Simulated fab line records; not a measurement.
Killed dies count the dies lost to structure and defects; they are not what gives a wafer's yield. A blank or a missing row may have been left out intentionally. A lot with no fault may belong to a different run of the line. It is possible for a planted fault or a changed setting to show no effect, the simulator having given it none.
fab line records | flow n5Finfet
record: lots: 6 | wafers: 17 | lastDay: 18
route steps=1938 shown HKMG_FIN@449 BEOL_M4@1111
lots that met no fault: taken from a fault-free run of the same line
startH: the number of hours between the record's first day and the start of the first shown wafer of the lot | waitH: how many hours have passed since the lot's step before this one | " same as the row above | L1.1+2: one row covering several wafers at once | - value missing, or start not given | * or withheld: withheld | < > ~ a bound
route shown NAME@n: NAME is a module with steps in the file, n the number in the route of the first one | usual: mean/standard deviation of fault-free wafers | same: alike in all rows | chamber/n: place in a boat | sites: per-site readings | _std_site: the standard deviation of these | _edge_site: the outer-site mean with the inner-site mean subtracted | radiusMm: how far each site lies from the wafer's centre | mask NAME#n: copy n | behind: the last tool/chamber to shape the wafer | hold: why the lot was held/for how many hours/how that ended | device: transistor that didn't switch, given as n, p or np | end of line: the same wafers' tests at the end of the route | a step without rows: its recipe alone | killed: dies lost to structure and defects at the first sort, not the wafer's yield | map: a wafer's dies, marking killed ones x, the rest . and places with no die _
set.NAME: the run value of the setting; set.NAME@STEP: its run value at that earlier step | model.NAME: the simulator's own value behind a step, which no gauge read
a table for each step, a row for each wafer; lots at some steps of the route
services: from which hour (startH, from the record's first day; less than 0 if before it) a tool's chamber was out of use, for how many hours, and why
== steps ==
step: N5_HKMG_FIN_ALD_71
recipe: material: TiN | targetThkA: 10 | tempC: 400 | aldPrecursorFamily: TiCl4 | aldCoReactant: NH3 | pulseTimeS: 1 | purgeTimeS: 3 | coReactantPurgeTimeS: 2 | coReactantPulseTimeS: 2 | aldCycles: 47 | pressureTorr: 3
step: N5_HKMG_FIN_COAT_66
recipe: resist: SOC | tempC: 250 | timeS: 60 | spinRpm: 1500 | resistThkNm: 300
step: N5_HKMG_FIN_ETCH_67
recipe: chemistry: N2/H2 | target: SOC | targetDepthA: 3889 | stopOn: TiN | ionEnergyEv: 100 | biasW: 61 | pressureMtorr: 30 | sourceW: 850 | n2FlowSccm: 200 | h2FlowSccm: 200
step: N5_HKMG_FIN_STRIP_90
recipe: chemistry: N2/H2 | material: SOC | timeS: 20 | powerW: 500 | tempC: 40 | pressureMtorr: 50 | rfFrequencyHz: 6e+07 | biasPowerW: 8 | h2Frac: 0.5 | n2FlowSccm: 300 | h2FlowSccm: 300
usual: drypumpMotorCurrentA: 5.7/0.56 | n2FlowSccm: 300.1/0.83 | oesProductAu: 0.76/0.088 | rfVppV: 54.2/0.9 | showerheadPlenumPTorr: 3.33/0.1 | throttleValvePct: 19.1/0.4
lot.wafer | tool       | chamber | startH | waitH | drypumpMotorCurrentA | n2FlowSccm | oesProductAu | rfHoursCounterH | rfVppV | showerheadPlenumPTorr | throttleValvePct
L671.1    | rieDiel-01 | 1       | 98.42  | 0.0   | 5.1                  | 300.0      | 0.77         | 132             | 53.9   | 3.37                  | 18.8
L671.3    | "          | 0       | "      | "     | 4.9                  | 299.9      | 0.84         | 77              | 53.7   | 3.27                  | 18.9
L671.6    | "          | 0       | "      | "     | 4.9                  | 300.2      | 0.83         | -               | 53.9   | 3.27                  | 18.9
L672.2    | rieDiel-01 | 2       | 105.04 | 0.0   | 6.4                  | 300.2      | 0.90         | 39              | 54.4   | 3.41                  | 18.3
L672.5    | "          | 2       | "      | "     | 6.4                  | 300.3      | 0.90         | -               | 55.0   | 3.41                  | 18.2
L672.6    | "          | 3       | "      | "     | 5.2                  | 301.2      | 0.68         | -               | 55.1   | 3.34                  | 19.3
L675.1    | rieDiel-01 | 1       | 121.71 | 0.0   | 5.1                  | 299.5      | 0.76         | 139             | 52.6   | 3.37                  | 18.8
L675.2    | "          | 3       | "      | "     | 5.2                  | 299.5      | 0.68         | 225             | 54.1   | 3.34                  | 19.3
L677.1    | rieDiel-05 | 2       | 132.60 | 0.0   | 5.5                  | 299.4      | 0.66         | 234             | 54.2   | 3.46                  | 19.3
L677.2    | "          | 1       | "      | "     | 5.8                  | 300.2      | 0.70         | 230             | 54.3   | 3.31                  | 19.1
L677.3    | "          | 3       | "      | "     | 6.1                  | 301.4      | 0.71         | 191             | 56.0   | 3.47                  | 19.3
L689.2    | rieDiel-06 | 2       | 204.71 | 0.0   | 6.6                  | 302.1      | 1.02         | 1               | 54.7   | 3.59                  | 18.8
L689.3    | "          | 3       | "      | "     | 5.5                  | 299.2      | 0.67         | 230             | 53.9   | 3.21                  | 20.0
L689.6    | "          | 2       | "      | "     | 6.6                  | 301.0      | 1.02         | -               | 53.6   | 3.59                  | 18.8
L691.1    | rieDiel-06 | 2       | 217.68 | 0.0   | 6.6                  | 299.3      | 1.00         | 3               | 54.2   | 3.59                  | 18.8
L691.4    | "          | 3       | "      | "     | 5.5                  | 300.2      | 0.67         | 236             | 54.1   | 3.21                  | 20.0
L691.6    | "          | 1       | "      | "     | 4.9                  | 301.4      | 0.75         | -               | 53.6   | 3.22                  | 19.0
step: N5_HKMG_FIN_WET_ETCH_73
recipe: chemistry: SC1 | mix: 1:2:40 | tempC: 50 | timeS: 42.3 | targetDepthNm: 1.3 | dry: ipaMarangoni | rinseTimeS: 30 | rinseTempC: 23
step: N5_HKMG_FIN_ETCHBACK_68
recipe: chemistry: Cl2/Ar | stopOn: HfO2 | targetDepthA: 5 | pressureMtorr: 10 | icpW: 600 | biasW: 60 | Cl2_flow_sccm: 40 | Ar_flow_sccm: 60
usual: drypumpMotorCurrentA: 6.0/0.32 | oesProductAu: 0.79/0.097 | throttleValvePct: 20.75/0.2
lot.wafer | tool        | chamber | startH | waitH | drypumpMotorCurrentA | oesProductAu | rfHoursCounterH | throttleValvePct
L671.1    | rieMetal-03 | 1       | 98.57  | 0.0   | 6.0                  | 0.62         | 108             | 20.70
L671.3    | "           | 0       | "      | "     | 6.3                  | 0.83         | -               | 20.74
L671.6    | "           | 1       | "      | "     | 6.1                  | 0.62         | -               | 20.71
L672.2    | rieMetal-01 | 0       | 105.20 | 0.0   | 5.3                  | 0.78         | 33              | 20.36
L672.5    | "           | 1       | "      | "     | 6.1                  | 0.82         | -               | 20.89
L672.6    | "           | 0       | "      | "     | 5.3                  | 0.78         | -               | 20.37
L675.1    | rieMetal-01 | 1       | 121.87 | 0.0   | 6.1                  | 0.81         | 26              | 20.89
L675.2    | "           | 0       | "      | "     | 5.3                  | 0.78         | 35              | 20.38
L677.1    | rieMetal-01 | 1       | 132.75 | 0.0   | 6.1                  | 0.81         | 27              | 20.90
L677.2    | "           | 0       | "      | "     | 5.3                  | 0.77         | 36              | 20.36
L677.3    | "           | 1       | "      | "     | 6.1                  | 0.81         | -               | 20.87
L689.2    | rieMetal-02 | 1       | 204.87 | 0.0   | 6.2                  | 0.86         | 9               | 21.04
L689.3    | "           | 1       | "      | "     | 6.2                  | 0.88         | -               | 21.04
L689.6    | "           | 0       | "      | "     | 6.1                  | 0.85         | -               | 20.75
L691.1    | rieMetal-02 | 0       | 217.84 | 0.0   | 6.1                  | 0.85         | 14              | 20.75
L691.4    | "           | 1       | "      | "     | 6.2                  | 0.86         | -               | 21.03
L691.6    | "           | 0       | "      | "     | 6.1                  | 0.85         | -               | 20.76
step: N5_HKMG_FIN_STRIP_69
recipe: chemistry: N2/H2 | powerW: 2500 | tempC: 300 | h2Frac: 0.65 | timeS: 360 | pressureMtorr: withheld | n2FlowSccm: 1750 | h2FlowSccm: 3250
step: N5_HKMG_FIN_ALD_21
recipe: material: TiN | targetThkA: 15 | tempC: 400 | aldPrecursorFamily: TiCl4 | aldCoReactant: NH3 | pulseTimeS: 1 | purgeTimeS: 3 | coReactantPurgeTimeS: 2 | coReactantPulseTimeS: 2 | aldCycles: 68 | pressureTorr: 3
usual: heaterPowerW: 837/71 | precursorPulseHeightRel: 1.000/0.019
same: coReactantPulseTimeS: 2
lot.wafer | tool        | chamber | startH | waitH | heaterPowerW | precursorPulseHeightRel | sinceWetCleanH
L671.1    | aldMetal-04 | 3       | 99.10  | 0.3   | 936          | 0.964                   | 4377
L671.3    | "           | 2       | "      | "     | 735          | 0.969                   | 4377
L671.6    | "           | 1       | "      | "     | 892          | 0.987                   | -
L672.2    | aldMetal-01 | 1       | 105.72 | 0.3   | 767          | 0.985                   | 1307
L672.5    | "           | 0       | "      | "     | 870          | 1.003                   | -
L672.6    | "           | 1       | "      | "     | 766          | 0.994                   | -
L675.1    | aldMetal-04 | 1       | 122.41 | 0.3   | 900          | 1.008                   | 4401
L675.2    | "           | 2       | "      | "     | 726          | 1.010                   | 4401
L677.1    | aldMetal-02 | 2       | 133.28 | 0.3   | 960          | 1.008                   | 2873
L677.2    | "           | 0       | "      | "     | 873          | 0.993                   | 2873
L677.3    | "           | 3       | "      | "     | 782          | 1.031                   | 2873
L689.2    | aldMetal-01 | 0       | 205.39 | 0.3   | 843          | 0.982                   | 1407
L689.3    | "           | 3       | "      | "     | 864          | 1.007                   | 1407
L689.6    | "           | 1       | "      | "     | 764          | 1.009                   | -
L691.1    | aldMetal-01 | 3       | 218.37 | 0.3   | 865          | 1.018                   | 1420
L691.4    | "           | 1       | "      | "     | 784          | 1.014                   | 1420
L691.6    | "           | 1       | "      | "     | 768          | 1.012                   | -
step: N5_HKMG_FIN_ALD_72
recipe: material: W | targetThkA: 20 | tempC: 300 | pressureTorr: 7.5 | aldPrecursorFamily: WF6 | aldCoReactant: B2H6 | pulseTimeS: 1 | purgeTimeS: 2 | coReactantPurgeTimeS: 2 | coReactantPulseTimeS: 3 | aldCycles: 7
usual: heaterPowerW: 452/42 | precursorPulseHeightRel: 0.998/0.021
same: coReactantPulseTimeS: 3
lot.wafer | tool    | chamber | startH | waitH | heaterPowerW | precursorPulseHeightRel | sinceWetCleanH
L671.1    | cvdW-02 | 0       | 99.46  | 0.2   | 443          | 0.980                   | 781
L671.3    | "       | 0       | "      | "     | 445          | 0.997                   | -
L671.6    | "       | 1       | "      | "     | 461          | 1.008                   | -
L672.2    | cvdW-01 | 1       | 106.09 | 0.2   | 498          | 0.982                   | 274
L672.5    | "       | 0       | "      | "     | 399          | 0.988                   | -
L672.6    | "       | 1       | "      | "     | 505          | 1.025                   | -
L675.1    | cvdW-01 | 0       | 122.77 | 0.2   | 387          | 0.992                   | 291
L675.2    | "       | 1       | "      | "     | 509          | 1.041                   | 291
L677.1    | cvdW-02 | 1       | 133.64 | 0.2   | 465          | 0.998                   | 816
L677.2    | "       | 0       | "      | "     | 446          | 0.979                   | 816
L677.3    | "       | 0       | "      | "     | 436          | 0.993                   | -
L689.2    | cvdW-01 | 1       | 205.76 | 0.2   | 504          | 1.007                   | 374
L689.3    | "       | 0       | "      | "     | 409          | 0.997                   | -
L689.6    | "       | 1       | "      | "     | 508          | 0.985                   | -
L691.1    | cvdW-01 | 0       | 218.73 | 0.2   | 406          | 1.000                   | 387
L691.4    | "       | 0       | "      | "     | 397          | 1.001                   | -
L691.6    | "       | 0       | "      | "     | 392          | 0.984                   | -
step: N5_HKMG_FIN_W_FILL_22
recipe: material: W | targetThkA: 600 | tempC: 400 | pressureTorr: 39.4 | timeS: 18.2
step: N5_HKMG_FIN_PRECLEAN_83
recipe: chemistry: DIW | timeS: 57.5 | tempC: 23
step: N5_HKMG_FIN_SRD_84
recipe: dryTimeS: 32 | dry: n2Spin | spinRpm: 1500
step: N5_HKMG_FIN_CMP_23
recipe: stopOn: SiNx | tOverpolishS: 10 | postCmpClean: rinseOnly | downForcePsi: 4 | platenRpm: 50.289 | padVelocityMS: 1.0006 | targetThkNm: 46.326
usual: motorCurrentA: 12.4/1.4 | overpolishRunS: 9.999/0.0094 | timeToEndpointS: 12.6/2.1
lot.wafer | tool   | chamber | startH | waitH | motorCurrentA | overpolishRunS | timeToEndpointS
L671.1    | cmp-01 | 3       | 99.71  | 0.1   | 12.7          | 10.015         | 10.9
L671.3    | "      | 1       | "      | "     | 12.8          | 9.992          | 12.1
L671.6    | "      | 3       | "      | "     | 13.5          | 10.004         | 11.6
L672.2    | cmp-03 | 0       | 106.26 | 0.0   | 13.8          | 10.005         | 17.3
L672.6    | "      | 0       | "      | "     | 13.1          | 9.999          | 13.9
L672.5    | "      | 1       | "      | "     | 10.4          | 9.995          | 11.5
L675.2    | cmp-03 | 2       | 123.02 | 0.1   | 11.0          | 9.989          | 13.1
L675.1    | "      | 3       | "      | "     | 11.0          | 7.407          | 20.9
L677.2    | cmp-03 | 1       | 134.03 | 0.2   | 10.4          | 9.979          | 10.2
L677.1    | "      | 2       | "      | "     | 11.4          | 4.608          | 23.6
L677.3    | "      | 3       | "      | "     | 10.8          | 8.280          | 20.0
L689.2    | cmp-01 | 1       | 206.01 | 0.1   | 12.7          | 10.002         | 12.9
L689.3    | "      | 3       | "      | "     | 13.7          | 9.985          | 9.3
L689.6    | "      | 1       | "      | "     | 12.8          | 10.008         | 10.4
L691.4    | cmp-04 | 3       | 218.90 | 0.0   | 13.5          | 10.005         | 12.8
L691.1    | "      | 1       | "      | "     | 12.6          | 9.995          | 13.6
L691.6    | "      | 3       | "      | "     | 13.6          | 9.984          | 12.0
step: N5_HKMG_FIN_CMP_94
recipe: stopOn: SiNx | postCmpClean: wDiluteNh4oh | tOverpolishS: 4.7 | downForcePsi: 4 | platenRpm: 50.289 | padVelocityMS: 1.0006 | targetThkNm: 43.299
usual: motorCurrentA: 12.4/1.4
lot.wafer | tool   | chamber | startH | waitH | motorCurrentA
L671.1    | cmp-01 | 3       | 100.14 | 0.3   | 13.6
L671.3    | "      | 1       | "      | "     | 12.7
L671.6    | "      | 3       | "      | "     | 13.2
L672.2    | cmp-03 | 0       | 106.74 | 0.4   | 14.0
L672.6    | "      | 0       | "      | "     | 13.5
L672.5    | "      | 1       | "      | "     | 10.5
L675.2    | cmp-03 | 2       | 123.45 | 0.3   | 11.6
L675.1    | "      | 3       | "      | "     | 10.6
L677.2    | cmp-03 | 1       | 134.46 | 0.3   | 11.0
L677.1    | "      | 2       | "      | "     | 10.8
L677.3    | "      | 3       | "      | "     | 10.5
L689.2    | cmp-01 | 1       | 206.44 | 0.3   | 12.9
L689.3    | "      | 3       | "      | "     | 13.7
L689.6    | "      | 1       | "      | "     | 12.2
L691.4    | cmp-04 | 3       | 219.38 | 0.4   | 14.0
L691.1    | "      | 1       | "      | "     | 12.3
L691.6    | "      | 3       | "      | "     | 13.4
step: N5_BEOL_M4_RC_MEAS_101
usual: DIBL_N: 36.0/1.8 | DIBL_P: 36.3/2.4 | IOFF_N: 0.16/0.035 | IOFF_P: 0.21/0.036 | ION_N: 673/13 | ION_P: 461/7.2 | SS_N: 71.4/0.6 | SS_P: 73.2/0.7 | VT_N: 250/4 | VT_P: -250.9/2.9
lot.wafer | tool      | chamber | startH | waitH | DIBL_N[mV/V] | DIBL_P[mV/V] | IOFF_N[nA/um] | IOFF_P[nA/um] | ION_N[uA/um] | ION_P[uA/um] | SS_N[mV/dec] | SS_P[mV/dec] | VT_N[mV] | VT_P[mV]
L671.1    | prober-02 | 0       | 194.97 | 0.0   | 34.8         | 34.2         | 0.16          | 0.22          | 692          | 476          | 71.2         | 72.6         | 246      | -250.6
L671.3    | "         | 0       | "      | "     | 33.9         | 33.1         | 0.14          | 0.19          | 676          | 468          | 70.9         | 72.6         | 249      | -250.0
L671.6    | "         | 0       | "      | "     | 33.1         | 32.1         | 0.13          | 0.19          | 667          | 463          | 70.6         | 72.4         | 250      | -249.9
L672.2    | prober-02 | 0       | 203.03 | 0.2   | 32.9         | 32.1         | 0.10          | 0.13          | 644          | 448          | 70.9         | 71.7         | 258      | -255.2
L672.5    | "         | 0       | "      | "     | 35.6         | 35.7         | 0.15          | 0.18          | 671          | 465          | 71.2         | 72.7         | 250      | -252.0
L672.6    | "         | 0       | "      | "     | 35.2         | 36.3         | 0.14          | 0.18          | 648          | 450          | 70.9         | 73.5         | 256      | -254.4
L675.1    | prober-02 | 0       | 223.45 | 0.0   | 36.5         | 36.5         | 0.18          | 0.22          | 682          | 465          | 71.7         | 73.0         | 247      | -249.1
L675.2    | "         | 0       | "      | "     | 34.8         | 34.5         | 0.13          | 0.18          | 667          | 460          | 70.7         | 73.4         | 255      | -252.5
L677.1    | prober-01 | 0       | 242.39 | 0.0   | 38.2         | 38.4         | 0.20          | 0.22          | 697          | 467          | 72.0         | 73.7         | 246      | -251.0
L677.2    | "         | 0       | "      | "     | 36.9         | 38.1         | 0.19          | 0.24          | 697          | 472          | 71.1         | 73.3         | 244      | -249.5
L677.3    | "         | 0       | "      | "     | 39.7         | 40.7         | 0.24          | 0.26          | 690          | 463          | 73.6         | 74.4         | 244      | -248.0
L689.2    | prober-01 | 0       | 316.53 | 0.2   | 37.0         | 35.1         | 0.16          | 0.21          | 658          | 455          | 71.8         | 73.0         | 250      | -250.3
L689.3    | "         | 0       | "      | "     | 33.7         | 31.9         | 0.10          | 0.16          | 652          | 455          | 70.8         | 72.6         | 256      | -254.5
L689.6    | "         | 0       | "      | "     | 34.6         | 33.9         | 0.11          | 0.18          | 654          | 457          | 71.3         | 73.2         | 254      | -254.1
L691.1    | prober-01 | 0       | 318.29 | 0.0   | 38.7         | 38.4         | 0.19          | 0.24          | 686          | 467          | 72.1         | 73.6         | 246      | -247.2
L691.4    | "         | 0       | "      | "     | 39.2         | 37.3         | 0.19          | 0.22          | 676          | 459          | 71.9         | 74.3         | 248      | -250.4
L691.6    | "         | 0       | "      | "     | 38.1         | 37.2         | 0.17          | 0.22          | 672          | 456          | 72.2         | 73.8         | 247      | -249.7
== services ==
tool        | chamber | startH | hours | kind
rieDiel-06  | 0       | 82.08  | 7.0   | repair
cmp-04      | -       | 89.91  | 2.3   | repair
rieDiel-01  | -       | 90.23  | 0.2   | repair
aldMetal-02 | 2       | 104.32 | 27.5  | repair
aldMetal-01 | -       | 111.61 | 2.8   | pm
rieMetal-02 | -       | 121.53 | 2.8   | pm
cmp-01      | -       | 132.22 | 4.6   | pm
rieDiel-05  | -       | 147.49 | 16.3  | repair
aldMetal-02 | 2       | 152.01 | 47.3  | repair
rieMetal-01 | 0       | 155.40 | 25.5  | repair
rieMetal-03 | -       | 162.48 | 0.4   | repair
rieDiel-01  | 1       | 164.18 | 2.6   | repair
aldMetal-02 | -       | 165.23 | 2.8   | pm
aldMetal-01 | 1       | 165.80 | 31.0  | repair
cvdW-01     | 0       | 166.57 | 1.7   | repair
aldMetal-02 | 0       | 168.46 | 3.2   | repair
cvdW-01     | -       | 168.79 | 6.0   | pm
rieMetal-03 | -       | 177.06 | 1.4   | pm
cmp-01      | -       | 178.17 | 4.0   | pm
aldMetal-04 | 0       | 182.77 | 30.8  | repair
cmp-01      | -       | 183.39 | 0.2   | repair
aldMetal-04 | 2       | 188.80 | 22.7  | repair
aldMetal-04 | 3       | 197.15 | 26.5  | repair
cvdW-02     | -       | 212.78 | 0.9   | repair
== key ==
firstSign: step: N5_HKMG_FIN_CMP_23 | reading: overpolishRunS | direction: down | sigmas: 99+ | usual: 9.999 | struck: 6.765
effect: step: N5_HKMG_FIN_CMP_23 | reading: timeToEndpointS | direction: up | sigmas: 4.2 | usual: * | struck: *
metAt N5_HKMG_FIN_CMP_23
struckWafers L675.1,L677.1,L677.3
onsetBetween 106.26 123.02
fault: kind: processParameterDrift | tool: cmp-03 | chamber: - | onsetH: 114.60 | steps: N5_HKMG_FIN_CMP_23 | channel: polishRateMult | offset: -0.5 | shape: step | endH: 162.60 | scope: struckWafersOnly
